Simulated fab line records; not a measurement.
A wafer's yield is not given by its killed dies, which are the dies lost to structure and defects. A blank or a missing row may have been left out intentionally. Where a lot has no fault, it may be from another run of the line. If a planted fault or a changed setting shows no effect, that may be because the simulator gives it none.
Split-lot experiment :: flow n5Finfet :: route with 1938 steps; 7 lots, 21 wafers read

## ON THE SPLIT
At N5_WELL_APT_COAT_19 (resist thk 950 nm), the setting spinRpm was moved away from the recipe's 1357 rpm on 4 of the 21 wafers read, by -3.2% to +9.9%. For the rest of the wafers, this setting stayed at what the recipe calls for.

The reading is taken at the split's own step.

## THE READING
coat_of_WELL_APT_COAT_19.thkNm (the simulator's own value, which no gauge read), in nm, at N5_WELL_APT_COAT_19 (resist thk 950 nm). No usual value for it is given in the file. Average 951.8 nm, standard deviation 3.2 nm, over the 17 wafers here run with the recipe.

wafer: L075.1
tool, chamber at the split: lithoTrack-02, 0
spinRpm as run, rpm: 1492
against the recipe: +9.9%
coat_of_WELL_APT_COAT_19.thkNm, nm: 909.6
against lot-mates on the recipe: -42.2

wafer: L075.4
tool, chamber at the split: lithoTrack-02, 0
spinRpm as run, rpm: 1492
against the recipe: +9.9%
coat_of_WELL_APT_COAT_19.thkNm, nm: 908.3
against lot-mates on the recipe: -43.5

wafer: L075.5
tool, chamber at the split: lithoTrack-02, 0
spinRpm as run, rpm: 1357
against the recipe: recipe
coat_of_WELL_APT_COAT_19.thkNm, nm: 951.8
against lot-mates on the recipe: -

wafer: L079.4
tool, chamber at the split: lithoTrack-03, 0
spinRpm as run, rpm: 1357
against the recipe: recipe
coat_of_WELL_APT_COAT_19.thkNm, nm: 956.2
against lot-mates on the recipe: -

wafer: L079.5
tool, chamber at the split: lithoTrack-03, 0
spinRpm as run, rpm: 1357
against the recipe: recipe
coat_of_WELL_APT_COAT_19.thkNm, nm: 955.6
against lot-mates on the recipe: -

wafer: L079.6
tool, chamber at the split: lithoTrack-03, 0
spinRpm as run, rpm: 1357
against the recipe: recipe
coat_of_WELL_APT_COAT_19.thkNm, nm: 959.5
against lot-mates on the recipe: -

wafer: L085.2
tool, chamber at the split: lithoTrack-04, 0
spinRpm as run, rpm: 1357
against the recipe: recipe
coat_of_WELL_APT_COAT_19.thkNm, nm: 947.2
against lot-mates on the recipe: -

wafer: L085.3
tool, chamber at the split: lithoTrack-04, 0
spinRpm as run, rpm: 1357
against the recipe: recipe
coat_of_WELL_APT_COAT_19.thkNm, nm: 949.1
against lot-mates on the recipe: -

wafer: L085.6
tool, chamber at the split: lithoTrack-04, 0
spinRpm as run, rpm: 1357
against the recipe: recipe
coat_of_WELL_APT_COAT_19.thkNm, nm: 951.1
against lot-mates on the recipe: -

wafer: L092.2
tool, chamber at the split: lithoTrack-02, 0
spinRpm as run, rpm: 1357
against the recipe: recipe
coat_of_WELL_APT_COAT_19.thkNm, nm: 956
against lot-mates on the recipe: -

wafer: L092.3
tool, chamber at the split: lithoTrack-02, 0
spinRpm as run, rpm: 1313
against the recipe: -3.2%
coat_of_WELL_APT_COAT_19.thkNm, nm: 971.4
against lot-mates on the recipe: +16.9

wafer: L092.4
tool, chamber at the split: lithoTrack-02, 0
spinRpm as run, rpm: 1357
against the recipe: recipe
coat_of_WELL_APT_COAT_19.thkNm, nm: 952.9
against lot-mates on the recipe: -

wafer: L093.4
tool, chamber at the split: lithoTrack-04, 0
spinRpm as run, rpm: 1357
against the recipe: recipe
coat_of_WELL_APT_COAT_19.thkNm, nm: 949.5
against lot-mates on the recipe: -

wafer: L093.5
tool, chamber at the split: lithoTrack-04, 0
spinRpm as run, rpm: 1357
against the recipe: recipe
coat_of_WELL_APT_COAT_19.thkNm, nm: 952.8
against lot-mates on the recipe: -

wafer: L093.6
tool, chamber at the split: lithoTrack-04, 0
spinRpm as run, rpm: 1472
against the recipe: +8.5%
coat_of_WELL_APT_COAT_19.thkNm, nm: 914.6
against lot-mates on the recipe: -36.5

wafer: L095.1
tool, chamber at the split: lithoTrack-03, 0
spinRpm as run, rpm: 1357
against the recipe: recipe
coat_of_WELL_APT_COAT_19.thkNm, nm: 948.9
against lot-mates on the recipe: -

wafer: L095.4
tool, chamber at the split: lithoTrack-03, 0
spinRpm as run, rpm: 1357
against the recipe: recipe
coat_of_WELL_APT_COAT_19.thkNm, nm: 950.7
against lot-mates on the recipe: -

wafer: L095.5
tool, chamber at the split: lithoTrack-03, 0
spinRpm as run, rpm: 1357
against the recipe: recipe
coat_of_WELL_APT_COAT_19.thkNm, nm: 949.2
against lot-mates on the recipe: -

wafer: L097.2
tool, chamber at the split: lithoTrack-04, 0
spinRpm as run, rpm: 1357
against the recipe: recipe
coat_of_WELL_APT_COAT_19.thkNm, nm: 949.5
against lot-mates on the recipe: -

wafer: L097.3
tool, chamber at the split: lithoTrack-04, 0
spinRpm as run, rpm: 1357
against the recipe: recipe
coat_of_WELL_APT_COAT_19.thkNm, nm: 950.4
against lot-mates on the recipe: -

wafer: L097.5
tool, chamber at the split: lithoTrack-04, 0
spinRpm as run, rpm: 1357
against the recipe: recipe
coat_of_WELL_APT_COAT_19.thkNm, nm: 950.5
against lot-mates on the recipe: -

FIT RESULTS
A straight line over all 21 wafers: coat_of_WELL_APT_COAT_19.thkNm changes by -4.43 nm for each +1% of spinRpm; r = -0.98; the points scatter about the line by 3.2 nm.
The same after taking each lot's own level away (the mean of its wafers on the recipe; 21 wafers): -4.36 nm for each +1%; r = -1.00; scatter 1.4 nm.
The reading moves by 43 nm for the largest change in spinRpm, on that fit.
From 949.13 to 957.10 nm: that is the span of the lots' own levels, equal to 2.5 times the standard deviation above.
Consequently the slope shifts little with the lot-to-lot level, the two slopes agreeing.
Check: for one of the wafers moved furthest among these (+9.9%), held out of the fit, the line's prediction against its lot-mates is -43.7 nm. Against them it came out at -42.2 nm.

## THE FILE'S OWN FIT
coat_of_WELL_APT_COAT_19.thkNm changes by -4.37 nm for each +1% of spinRpm, r = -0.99.
